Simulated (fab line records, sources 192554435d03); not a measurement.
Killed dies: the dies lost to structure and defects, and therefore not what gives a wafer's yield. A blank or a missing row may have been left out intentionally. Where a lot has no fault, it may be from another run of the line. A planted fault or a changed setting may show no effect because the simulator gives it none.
Chamber matching    flow n5-finfet    4 sister chambers for N5_BEOL_M9_ETCH_65 on rie-diel-01
The step etches SiARC in CF4, target depth 15.6 nm, time 26 s. 24 wafers are shown with their chamber, then 12 later ones without.

== WAFERS, EACH WITH ITS CHAMBER ==
wafer   chamber  oes-product-au (a.u.)  showerhead-plenum-p-Torr (Torr)  drypump-motor-current-A (A)
L078.2  3        0.60                   2.04                             5.7
L078.5  1        0.61                   2.13                             5.5
L078.6  3        0.60                   2.04                             5.7
L080.2  3        0.61                   2.04                             5.7
L080.5  1        0.62                   2.12                             5.6
L080.6  0        0.68                   2.16                             5.3
L085.1  0        0.68                   2.16                             5.3
L085.2  1        0.61                   2.12                             5.5
L085.6  1        0.62                   2.12                             5.5
L083.1  3        0.60                   2.04                             5.7
L083.3  0        0.67                   2.16                             5.3
L083.4  3        0.60                   2.04                             5.7
L086.3  3        0.60                   2.04                             5.7
L086.4  1        0.61                   2.12                             5.5
L086.5  3        0.60                   2.04                             5.6
L088.2  0        0.67                   2.16                             5.3
L088.4  1        0.61                   2.12                             5.5
L088.5  0        0.68                   2.16                             5.3
L089.2  0        0.67                   2.16                             5.3
L089.3  2        0.81                   2.10                             5.4
L089.5  2        0.82                   2.11                             5.3
L091.1  0        0.67                   2.15                             5.3
L091.2  2        0.79                   2.10                             5.4
L091.3  3        0.60                   2.03                             5.7

SIGNATURES (averages over the wafers above)
reading                   chamber 0  chamber 1  chamber 2  chamber 3  scatter within a chamber
oes-product-au            0.6743     0.6133     0.8067     0.6012     0.00655
showerhead-plenum-p-Torr  2.1586     2.1217     2.1033     2.0387     0.00402
drypump-motor-current-A   5.300      5.517      5.367      5.688      0.0345
Rule: a wafer lies at a distance from a chamber equal to the root of the sum of squares, over the readings, of (its reading less the chamber's mean, divided by the reading's scatter). The wafer belongs to the nearest chamber; if the next one is less than 2 further off, it can't be placed. How the scatter is found: for the shown wafers, subtract from each reading the mean of its chamber, square and add these, divide the total by (wafers less chambers), then take the root.

== WAFERS WITHOUT THEIR CHAMBER ==
wafer   oes-product-au (a.u.)  showerhead-plenum-p-Torr (Torr)  drypump-motor-current-A (A)
L093.2  0.78                   2.10                             5.4
L093.3  0.58                   2.03                             5.7
L093.4  0.66                   2.15                             5.3
L097.2  0.58                   2.03                             5.6
L097.4  0.77                   2.10                             5.4
L097.5  0.77                   2.10                             5.4
L096.1  0.59                   2.03                             5.7
L096.2  0.59                   2.11                             5.5
L096.4  0.66                   2.15                             5.3
L095.2  0.59                   2.11                             5.5
L095.3  0.66                   2.15                             5.3
L095.4  0.75                   2.10                             5.3

== EACH ONE'S CHAMBER ==
wafer   from the rows above  in truth
L093.2  2                    2
L093.3  3                    3
L093.4  0                    0
L097.2  3                    3
L097.4  2                    2
L097.5  2                    2
L096.1  3                    3
L096.2  1                    1
L096.4  0                    0
L095.2  1                    1
L095.3  0                    0
L095.4  2                    2
Placed correctly: 12 of 12. Not placeable from these rows: 0. Placed wrongly: 0.
